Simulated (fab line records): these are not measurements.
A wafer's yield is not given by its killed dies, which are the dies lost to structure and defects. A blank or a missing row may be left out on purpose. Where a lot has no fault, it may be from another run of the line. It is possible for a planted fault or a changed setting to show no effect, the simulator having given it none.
Which tool was responsible? :: flow nand_harc :: 6 lots, 18 wafers sampled, at 2 steps of a route of 1159

WHAT THE GAUGES READ, wafer by wafer
NHARC_THIN_TSV_INSPECT_40.
lot: L812
measured: day 19 13:58
on: defect_inspect-01
raw_defect_count: 393 428 475

lot: L815
measured: day 19 17:38
on: defect_inspect-01
raw_defect_count: 489 387 391

lot: L818
measured: day 20 06:54
on: defect_inspect-01
raw_defect_count: 462 479 510

lot: L821
measured: day 21 15:46
on: defect_inspect-02
raw_defect_count: 564 374 455

lot: L825
measured: day 21 22:21
on: defect_inspect-02
raw_defect_count: 514 453 578

lot: L835
measured: day 24 08:26
on: defect_inspect-02
raw_defect_count: 426 493 322

WHICH TOOL RAN EACH LOT (tool, then ch and the chambers of the sampled wafers, then the start)
lot: L812
NHARC_A_M0_PVD_21: pvd_sputter-02, day 18 01:27

lot: L815
NHARC_A_M0_PVD_21: pvd_sputter-03, day 18 06:12

lot: L818
NHARC_A_M0_PVD_21: pvd_sputter-01, day 18 19:46

lot: L821
NHARC_A_M0_PVD_21: pvd_sputter-02, day 19 20:10

lot: L825
NHARC_A_M0_PVD_21: pvd_sputter-01, day 20 09:13

lot: L835
NHARC_A_M0_PVD_21: pvd_sputter-03, day 22 21:41
- NHARC_A_M0_PVD_21: deposits Cu, target thk 30 nm, time 20.49 s.

THE ANSWER, worked out from the rows above alone
Rule: what is usual is taken from the lots themselves. The widest of any qualifying gaps counts: lots, ordered by their means at a reading, are off when they make up no more than a third of the lots, leave a main group of 4 or more, and stand apart from it by 3 or more times the standard deviation of that group's means. The tables above print the reading to a certain number of digits; a main group whose means all agree to those digits is not used. Also off: a lot with no number at a reading for which 4 or more lots have one. Any other lot the step has rows for is counted as sound.
Across all readings shown, no lot is off: no conclusion can be drawn from this.

WHAT THE SIMULATOR PUT IN
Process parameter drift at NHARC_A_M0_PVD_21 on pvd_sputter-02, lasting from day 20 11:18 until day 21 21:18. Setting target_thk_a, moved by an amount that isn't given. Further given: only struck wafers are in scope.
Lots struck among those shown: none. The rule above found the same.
